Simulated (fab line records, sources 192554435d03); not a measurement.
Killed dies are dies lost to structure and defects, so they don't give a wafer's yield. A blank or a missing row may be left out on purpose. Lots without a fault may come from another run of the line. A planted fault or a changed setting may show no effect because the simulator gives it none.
Chamber matching | flow n5_finfet | N5_FIN_SAQP_SPACER1_ALD_24 on ald_sin-03: 4 sister chambers
The step deposits SiO2, target thk 20.3 nm, pulse time 1 s, purge time 2 s. 8 wafers are shown with their chamber, then 12 later ones without.

WAFERS WITH THEIR CHAMBER
wafer  | chamber | heater_power_w (W) | precursor_pulse_height_rel
L081.2 | 1       | 506                | 0.988
L085.4 | 2       | 412                | 0.994
L093.1 | 2       | 407                | 1.000
L093.2 | 3       | 547                | 0.967
L093.3 | 1       | 505                | 0.998
L093.4 | 0       | 434                | 1.013
L093.5 | 0       | 425                | 1.022
L093.6 | 3       | 533                | 0.982

WAFERS WITHOUT THEIR CHAMBER
wafer  | heater_power_w (W) | precursor_pulse_height_rel
L094.3 | 429                | 0.977
L094.4 | 492                | 0.994
L094.6 | 416                | 0.981
L095.1 | 497                | 1.035
L095.2 | 434                | 0.995
L095.3 | 544                | 0.996
L095.4 | 412                | 0.994
L095.5 | 524                | 1.017
L095.6 | 428                | 0.999
L097.1 | 436                | 1.005
L097.4 | 406                | 0.991
L097.5 | 415                | 1.024

WHICH CHAMBER EACH WENT THROUGH
wafer  | from the rows above     | in truth
L094.3 | can't be placed: 2 or 0 | 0
L094.4 | 1                       | 1
L094.6 | 2                       | 2
L095.1 | 1                       | 1
L095.2 | can't be placed: 0 or 2 | 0
L095.3 | 3                       | 3
L095.4 | 2                       | 2
L095.5 | can't be placed: 1 or 3 | 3
L095.6 | can't be placed: 0 or 2 | 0
L097.1 | 0                       | 0
L097.4 | 2                       | 2
L097.5 | can't be placed: 0 or 2 | 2
Placed correctly: 7 of 12. Can't be placed from these rows: 5 (the true chamber is among the candidates in 5). Placed wrongly: 0.
How it was worked out, from the rows above alone: a wafer's distance from a chamber is the root of the sum, over the readings, of the square of ((its reading less the chamber's mean) divided by the reading's scatter). The wafer belongs to the nearest chamber; if the next one is less than 2 further off, it can't be placed. A chamber's mean is the mean of its shown wafers. The scatter: the root of (the sum of the squares of (reading less its chamber's mean) over the shown wafers, divided by (wafers less chambers)).
